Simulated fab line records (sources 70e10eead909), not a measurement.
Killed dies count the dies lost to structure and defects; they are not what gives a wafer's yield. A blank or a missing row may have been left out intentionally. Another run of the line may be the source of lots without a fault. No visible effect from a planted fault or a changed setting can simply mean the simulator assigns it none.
Matching of chambers ; flow nandHarc ; NHARC_A_SLIT_ETCH_29 on rieDiel-09: 4 sister chambers
The step etches the open film in CF4/O2, target depth 100 nm, overetch 10 nm, time 55 s. 8 wafers are shown with their chamber, then 8 later ones without.

## EACH WAFER AND ITS CHAMBER
wafer;chamber;drypumpMotorCurrentA (A);oesProductAu (a.u.)
L075.1;1;5.2;1.018
L084.2;1;5.2;0.998
L084.5;0;5.9;1.007
L084.6;3;5.3;1.003
L085.2;2;6.6;0.995
L085.3;0;5.8;1.004
L085.5;2;6.7;0.981
L088.1;3;5.3;1.003

## WAFERS WHOSE CHAMBER IS MISSING
wafer;drypumpMotorCurrentA (A);oesProductAu (a.u.)
L088.3;5.8;1.014
L088.4;5.2;1.008
L091.4;5.8;1.006
L091.5;6.7;0.995
L091.6;5.2;1.006
L094.2;5.3;0.996
L094.3;5.2;1.006
L094.5;5.3;0.993

## WHICH CHAMBER EACH ONE RAN IN
wafer;from the rows above;in truth
L088.3;0;0
L088.4;1;1
L091.4;0;0
L091.5;2;2
L091.6;can't be placed: 1 or 3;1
L094.2;can't be placed: 3 or 1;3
L094.3;can't be placed: 1 or 3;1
L094.5;can't be placed: 3 or 1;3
Placed correctly: 4 of 8. From these rows, 4 cannot be placed; in 4 the true chamber is one of the candidates. 0 placed wrongly.
How it was worked out, from the rows above alone: a wafer's distance from a chamber is the root of the sum, over the readings, of the square of ((its reading less the chamber's mean) divided by the reading's scatter). If the next closest chamber is less than 2 further off than the closest, the wafer can't be placed; otherwise it belongs to the closest. For every chamber, the mean is computed from those of its wafers that are shown. The scatter: take each reading less its chamber's mean, square it, sum over the shown wafers, divide by the number of wafers less the number of chambers, and take the root.
